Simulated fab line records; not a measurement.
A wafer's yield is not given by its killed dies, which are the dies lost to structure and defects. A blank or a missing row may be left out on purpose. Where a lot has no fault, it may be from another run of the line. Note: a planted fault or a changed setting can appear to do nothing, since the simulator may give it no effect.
fab line records	flow n5-finfet
[record] lots = 8	wafers = 24	last-day = 18
route steps=1938 shown BEOL_M4@1039
lots untouched by any fault: they come from a run of this same line in which no faults occurred
start-h: the number of hours between the record's first day and the start of the first shown wafer of the lot	wait-h: hours from the lot's prior step to this one	" same as the row above	L1.1+2: a row that stands for several wafers	- no value, or no start given	* or withheld: withheld	< > ~ a bound
route shown NAME@n: names a module that has steps shown in the file, with the first one's number in the route	usual: average and standard deviation across the fault-free wafers	same: alike in all rows	chamber/n: place in a boat	sites: each site's reading	_std_site: standard deviation of those values	_edge_site: mean of outer sites minus mean of inner sites	radius-mm: for every site, how far away it sits from the centre of the wafer	mask NAME#n: copy n	behind: tool/chamber where the wafer was last shaped	hold: reason for holding the lot/hours on hold/outcome of the hold	device: the n, p or np transistor that did not switch	end of line: the tests these same wafers got at the end of their route	a step with no rows: only its recipe	killed: dies that structure and defects cost at the first sort, which is not the same as the wafer's yield	map: a wafer's dies, x killed, . not, _ none there
set.NAME: setting as actually run; set.NAME@STEP: the setting as run at that earlier step	model.NAME: the simulator's own value behind a step, which no gauge read
one table for each step of the route and one row for each wafer, over a sample of lots
services: from which hour (start-h, from the record's first day; less than 0 if before it) a tool's chamber was out of use, for how many hours, and why
[[steps]]
[step N5_BEOL_M4_ETCH_63]
[recipe] chemistry = CF4	target = SiARC	target-depth-a = 156	mask-material = CAR-EUV	time-s = 26	ion-energy-ev = 80	pressure-mtorr = 40	source-w = 545	bias-w = 36	Ar_flow_sccm = 100	cf4-flow-sccm = 100	ends = cleared
[usual] drypump-motor-current-A = 5.8/0.45	etch-rf-on-time-s = 25.82/0.29	oes-product-au = 0.69/0.078	rf-vpp-V = 184.1/1.1	showerhead-plenum-p-Torr = 2.15/0.067	throttle-valve-pct = 15.45/0.24
lot.wafer	tool	chamber	start-h	wait-h	drypump-motor-current-A	etch-rf-on-time-s	oes-product-au	rf-hours-counter-h	rf-vpp-V	showerhead-plenum-p-Torr	throttle-valve-pct
L336.2	rie-diel-02	3	168.15	0.0	5.9	26.10	0.69	90	184.0	2.16	15.59
L336.3	"	0	"	"	5.5	26.04	0.68	103	184.5	2.16	15.19
L336.4	"	2	"	"	5.6	25.80	0.81	11	184.5	2.19	15.71
L337.1	rie-diel-02	1	179.64	0.0	4.8	25.99	0.59	230	182.6	2.04	15.59
L337.2	"	2	"	"	5.6	25.91	0.80	14	185.3	2.19	15.70
L337.5	"	1	"	"	4.8	26.07	0.59	-	182.3	2.04	15.59
L341.3	rie-diel-03	3	195.62	0.0	6.3	26.15	0.59	250	183.0	2.11	15.97
L341.4	"	2	"	"	6.4	25.60	0.62	-	183.9	2.03	15.56
L341.5	"	3	"	"	6.3	25.78	0.59	-	183.7	2.11	15.99
L344.3	rie-diel-03	0	226.31	0.0	6.3	26.18	0.79	12	183.5	2.10	15.10
L344.4	"	0	"	"	6.3	26.19	0.78	-	182.6	2.10	15.10
L344.6	"	1	"	"	5.8	25.80	0.60	-	185.9	2.20	15.63
L346.2	rie-diel-01	3	232.23	0.0	6.2	26.13	0.70	69	184.1	2.25	15.30
L346.4	"	1	"	"	5.9	25.77	0.73	53	184.8	2.09	15.39
L346.5	"	0	"	"	6.2	25.56	0.78	-	184.1	2.18	15.06
L352.2	rie-diel-02	0	269.73	0.0	5.5	25.33	0.66	140	185.7	2.14	15.28
L352.3	"	3	"	"	5.8	26.02	0.66	127	184.4	2.15	15.66
L352.4	"	2	"	"	5.7	25.57	0.75	48	184.6	2.18	15.80
L355.1	rie-diel-02	2	305.73	0.0	5.6	25.84	0.74	59	183.8	2.17	15.83
L355.5	"	3	"	"	5.8	26.36	0.64	-	184.4	2.15	15.71
L355.6	"	0	"	"	5.5	26.02	0.65	-	184.7	2.14	15.31
L356.1	rie-diel-02	3	306.33	0.0	5.8	26.40	0.65	139	183.9	2.15	15.68
L356.3	"	2	"	"	5.6	25.50	0.74	59	184.2	2.17	15.81
L356.5	"	1	"	"	4.8	25.74	0.81	-	186.4	2.28	15.18
[step N5_BEOL_M4_HM_OPEN_17]
[recipe] chemistry = Cl2/BCl3	target-depth-a = 200	overetch-a = 60	target = TiN	mask-material = SOC	ion-energy-ev = 150	pressure-mtorr = 10	icp-w = 1000	bias-w = 126	Cl2_flow_sccm = 53.25	bcl3-flow-sccm = 21.75	Ar_flow_sccm = 25
[usual] drypump-motor-current-A = 5.7/0.46	oes-product-au = 0.66/0.082	throttle-valve-pct = 22.24/0.17
lot.wafer	tool	chamber	start-h	wait-h	drypump-motor-current-A	oes-product-au	rf-hours-counter-h	throttle-valve-pct
L336.2	rie-metal-01	0	168.35	0.0	5.5	0.87	0	22.25
L336.3	"	1	"	"	6.2	0.71	-	22.39
L336.4	"	0	"	"	5.6	0.86	-	22.27
L337.1	rie-metal-03	0	179.85	0.0	5.5	0.71	26	22.29
L337.2	"	1	"	"	5.7	0.67	36	22.00
L337.5	"	1	"	"	5.7	0.67	-	21.99
L341.3	rie-metal-03	1	195.85	0.1	5.7	0.67	-	21.99
L341.4	"	0	"	"	5.5	0.71	-	22.30
L341.5	"	0	"	"	5.5	0.71	-	22.31
L344.3	rie-metal-03	1	226.54	0.1	5.7	0.66	-	22.01
L344.4	"	0	"	"	5.5	0.70	-	22.30
L344.6	"	0	"	"	5.5	0.70	-	22.31
L346.2	rie-metal-02	1	232.43	0.0	6.2	0.55	100	22.41
L346.4	"	1	"	"	6.2	0.55	-	22.42
L346.5	"	1	"	"	6.2	0.54	-	22.41
L352.2	rie-metal-01	1	269.93	0.0	6.2	0.69	38	22.41
L352.3	"	1	"	"	6.2	0.69	-	22.41
L352.4	"	0	"	"	5.5	0.76	-	22.27
L355.1	rie-metal-03	0	305.93	0.0	5.6	0.67	36	22.32
L355.5	"	1	"	"	5.7	0.64	-	22.03
L355.6	"	0	"	"	5.6	0.68	-	22.33
L356.1	rie-metal-01	0	306.53	0.0	5.5	0.75	13	22.29
L356.3	"	1	"	"	6.2	0.68	-	22.45
L356.5	"	0	"	"	5.5	0.74	-	22.28
[step N5_BEOL_M4_COAT_68]
[recipe] resist = SiARC	temp-c = 220	time-s = 60	spin-rpm = 1500	resist-thk-nm = 12
[usual] spin-speed-rpm = 1500.0/0.96
lot.wafer	tool	chamber	start-h	wait-h	spin-speed-rpm
L336.2	litho-track-01	0	168.58	-	1500.8
L336.3	"	0	"	"	1500.5
L336.4	"	0	"	"	1499.6
L337.1	litho-track-01	0	180.07	-	1500.8
L337.2	"	0	"	"	1499.8
L337.5	"	0	"	"	1499.5
L341.3	litho-track-04	0	196.07	-	1500.4
L341.4	"	0	"	"	1498.8
L341.5	"	0	"	"	1498.1
L344.3	litho-track-01	0	226.73	-	1685.0
L344.4	"	0	"	"	1686.0
L344.6	"	0	"	"	1685.5
L346.2	litho-track-01	0	232.65	-	1684.9
L346.4	"	0	"	"	1685.0
L346.5	"	0	"	"	1684.1
L352.2	litho-track-05	0	270.15	-	1498.6
L352.3	"	0	"	"	1499.3
L352.4	"	0	"	"	1499.4
L355.1	litho-track-04	0	306.30	-	1499.0
L355.5	"	0	"	"	1499.5
L355.6	"	0	"	"	1499.0
L356.1	litho-track-04	0	306.77	-	1498.4
L356.3	"	0	"	"	1502.2
L356.5	"	0	"	"	1500.3
[step N5_BEOL_M4_INSPECT_30]
[recipe] mode = adi	inspect-instrument = brightfield
[usual] raw-defect-count = 392/89
lot.wafer	tool	chamber	start-h	wait-h	raw-defect-count
L336.2	defect-inspect-01	-	168.95	0.0	448
L336.3	"	-	"	"	324
L336.4	"	-	"	"	262
L337.1	defect-inspect-01	-	180.85	0.1	321
L337.2	"	-	"	"	311
L337.5	"	-	"	"	303
L341.3	defect-inspect-01	-	196.44	0.0	534
L341.4	"	-	"	"	447
L341.5	"	-	"	"	502
L344.3	defect-inspect-01	-	227.10	0.0	284
L344.4	"	-	"	"	374
L344.6	"	-	"	"	257
L346.2	defect-inspect-01	-	233.15	0.0	471
L346.4	"	-	"	"	481
L346.5	"	-	"	"	472
L352.2	defect-inspect-02	-	270.52	0.0	430
L352.3	"	-	"	"	505
L352.4	"	-	"	"	359
L355.1	defect-inspect-02	-	306.83	0.1	302
L355.5	"	-	"	"	421
L355.6	"	-	"	"	446
L356.1	defect-inspect-02	-	307.27	0.1	370
L356.3	"	-	"	"	320
L356.5	"	-	"	"	280
[step N5_BEOL_M4_ETCH_69]
[recipe] chemistry = CF4	target = SiARC	target-depth-a = 156	mask-material = CAR-EUV	time-s = 26	ion-energy-ev = 80	pressure-mtorr = 40	source-w = 545	bias-w = 36	Ar_flow_sccm = 100	cf4-flow-sccm = 100	ends = cleared
[usual] drypump-motor-current-A = 5.9/0.44	etch-rf-on-time-s = 25.81/0.29	oes-product-au = 0.69/0.081	rf-vpp-V = 184.0/1.1	showerhead-plenum-p-Torr = 2.13/0.067	throttle-valve-pct = 15.44/0.24
lot.wafer	tool	chamber	start-h	wait-h	drypump-motor-current-A	etch-rf-on-time-s	oes-product-au	rf-hours-counter-h	rf-vpp-V	showerhead-plenum-p-Torr	throttle-valve-pct
L336.2	rie-diel-03	3	169.16	0.0	6.3	25.94	0.60	238	185.4	2.12	15.94
L336.3	"	1	"	"	5.8	25.88	0.61	198	184.7	2.21	15.58
L336.4	"	1	"	"	5.8	25.67	0.62	-	184.8	2.21	15.57
L337.1	rie-diel-03	3	180.93	0.0	6.3	26.02	0.60	242	183.0	2.12	15.95
L337.2	"	2	"	"	6.4	25.48	0.62	195	183.8	2.04	15.54
L337.5	"	2	"	"	6.4	25.99	0.61	-	183.1	2.03	15.55
L341.3	rie-diel-01	3	196.52	0.0	6.2	25.86	0.73	56	185.8	2.26	15.26
L341.4	"	0	"	"	6.2	25.64	0.80	10	185.6	2.19	15.03
L341.5	"	1	"	"	5.9	25.89	0.74	-	183.3	2.09	15.35
L344.3	rie-diel-03	1	227.20	0.0	5.8	24.43	0.60	224	183.8	2.20	15.62
L344.4	"	1	"	"	5.8	24.62	0.59	-	183.5	2.20	15.63
L344.6	"	2	"	"	6.4	24.48	0.60	-	182.2	2.03	15.59
L346.2	rie-diel-03	2	233.26	0.0	6.4	24.30	0.60	220	183.9	2.03	15.59
L346.4	"	1	"	"	5.8	24.28	0.60	227	185.5	2.20	15.63
L346.5	"	2	"	"	6.4	24.35	0.60	-	181.4	2.03	15.59
L352.2	rie-diel-01	3	270.60	0.0	6.2	26.19	0.69	81	185.6	2.25	15.32
L352.3	"	1	"	"	5.9	25.69	0.71	67	184.2	2.08	15.41
L352.4	"	2	"	"	5.6	25.58	0.63	212	183.9	2.12	15.42
L355.1	rie-diel-02	2	306.91	0.0	5.6	25.87	0.74	60	185.2	2.17	15.81
L355.5	"	3	"	"	5.8	26.43	0.64	-	184.3	2.15	15.70
L355.6	"	0	"	"	5.5	25.66	0.65	-	185.2	2.14	15.30
L356.1	rie-diel-03	3	307.38	0.0	6.3	25.75	0.76	26	183.6	2.10	15.51
L356.3	"	3	"	"	6.3	25.76	0.77	-	181.4	2.10	15.53
L356.5	"	0	"	"	6.3	26.59	0.73	-	183.3	2.09	15.13
[step N5_BEOL_M4_RC_MEAS_101]
[usual] DIBL_N = 36.4/1.2	DIBL_P = 36.1/1.6	IOFF_N = 0.156/0.024	IOFF_P = 0.21/0.031	ION_N = 674/11	ION_P = 463/6.9	SS_N = 71.5/0.5	SS_P = 73.2/0.55	VT_N = 250.0/2.9	VT_P = -250/3.6
lot.wafer	tool	chamber	start-h	wait-h	DIBL_N[mV/V]	DIBL_P[mV/V]	IOFF_N[nA/um]	IOFF_P[nA/um]	ION_N[uA/um]	ION_P[uA/um]	SS_N[mV/dec]	SS_P[mV/dec]	VT_N[mV]	VT_P[mV]
L336.2	prober-02	0	174.43	0.2	35.5	36.6	0.160	0.20	675	456	71.5	73.7	248.2	-252
L336.3	"	0	"	"	35.4	36.2	0.146	0.18	661	450	71.3	73.5	250.2	-257
L336.4	"	0	"	"	37.9	39.3	0.207	0.24	679	463	71.7	75.0	244.5	-249
L337.1	prober-02	0	189.00	0.0	37.3	39.6	0.204	0.26	698	473	72.3	73.9	245.0	-250
L337.2	"	0	"	"	35.2	37.1	0.160	0.22	669	459	71.4	73.7	249.5	-248
L337.5	"	0	"	"	36.6	38.4	0.183	0.24	676	461	71.8	73.5	247.5	-250
L341.3	prober-02	0	203.22	0.3	38.4	38.1	0.182	0.22	684	467	71.4	73.2	248.8	-250
L341.4	"	0	"	"	37.3	38.3	0.173	0.21	677	461	72.0	72.5	247.9	-248
L341.5	"	0	"	"	37.4	37.4	0.163	0.19	683	466	71.9	73.1	249.7	-249
L344.3	prober-02	0	232.71	0.3	38.7	38.0	0.181	0.25	671	464	72.1	73.0	245.3	-246
L344.4	"	0	"	"	38.5	38.2	0.185	0.25	683	468	72.3	73.4	245.3	-249
L344.6	"	0	"	"	40.6	41.5	0.236	0.31	696	477	72.6	73.8	245.4	-242
L346.2	prober-01	0	242.19	0.2	37.0	35.7	0.143	0.17	665	455	72.0	73.3	250.7	-259
L346.4	"	0	"	"	37.7	36.9	0.156	0.18	684	458	72.1	73.2	249.1	-258
L346.5	"	0	"	"	36.5	35.4	0.135	0.16	667	454	71.4	73.1	252.3	-259
L352.2	prober-01	0	276.94	0.2	37.7	36.7	0.175	0.25	679	467	71.8	73.3	247.2	-247
L352.3	"	0	"	"	37.7	37.1	0.186	0.26	688	470	71.7	74.1	247.7	-247
L352.4	"	0	"	"	36.4	34.8	0.149	0.22	661	463	71.0	73.3	250.1	-248
L355.1	prober-02	0	314.63	0.0	37.1	37.7	0.179	0.23	668	464	71.8	74.1	247.6	-249
L355.5	"	0	"	"	36.2	36.1	0.154	0.20	657	455	71.2	73.4	252.0	-253
L355.6	"	0	"	"	36.1	36.2	0.154	0.20	670	460	71.6	73.5	250.1	-253
L356.1	prober-01	0	314.74	0.0	35.8	35.8	0.156	0.19	678	464	71.4	73.8	248.1	-253
L356.3	"	0	"	"	35.0	34.4	0.141	0.17	674	452	72.0	73.3	251.6	-255
L356.5	"	0	"	"	35.1	34.8	0.140	0.17	681	464	71.5	72.8	248.5	-254
[[services]]
tool	chamber	start-h	hours	kind
rie-diel-02	3	152.96	1.8	repair
rie-diel-03	0	165.62	14.4	repair
rie-diel-01	1	172.82	7.6	repair
rie-diel-02	0	174.77	2.9	repair
rie-diel-03	0	180.07	-	clean
rie-diel-03	0	180.07	-	consumable-replace:focus-ring
rie-diel-03	0	180.07	19.5	scheduled-down
rie-diel-03	0	180.07	19.5	vent-cycle
rie-diel-03	3	199.55	-	clean
rie-diel-03	3	199.55	-	consumable-replace:focus-ring
rie-diel-03	3	199.55	31.3	scheduled-down
rie-diel-03	3	199.55	31.3	vent-cycle
rie-metal-03	-	208.83	0.7	repair
rie-metal-02	1	223.28	6.9	repair
rie-diel-01	3	225.93	4.2	repair
rie-metal-01	0	274.69	5.8	repair
rie-metal-03	1	284.91	1.2	repair
rie-metal-01	-	294.76	2.8	pm
rie-diel-03	1	296.75	-	clean
rie-diel-03	1	296.75	-	consumable-replace:focus-ring
rie-diel-03	1	296.75	21.4	scheduled-down
rie-diel-03	1	296.75	21.4	vent-cycle
rie-diel-03	-	297.60	0.3	repair
rie-diel-03	2	307.14	2.8	repair
[[key]]
[first-sign] step = N5_BEOL_M4_COAT_68	reading = spin-speed-rpm	direction = up	sigmas = 99+	usual = *	struck = *
[effect] step = N5_BEOL_M4_ETCH_69	reading = etch-rf-on-time-s	direction = down	sigmas = 4.8	usual = *	struck = *
met-at N5_BEOL_M4_COAT_68
struck-lots L344,L346
not-acting-at N5_BEOL_M4_ETCH_63,N5_BEOL_M4_HM_OPEN_17,N5_BEOL_M4_INSPECT_30
onset-between 180.07 226.73
[fault] kind = process-parameter-drift	tool = litho-track-01	chamber = -	onset-h = 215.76	steps = N5_BEOL_M4_COAT_68	channel = spin-rpm	offset = *	shape = step	end-h = 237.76	acts-in = *	stated = *
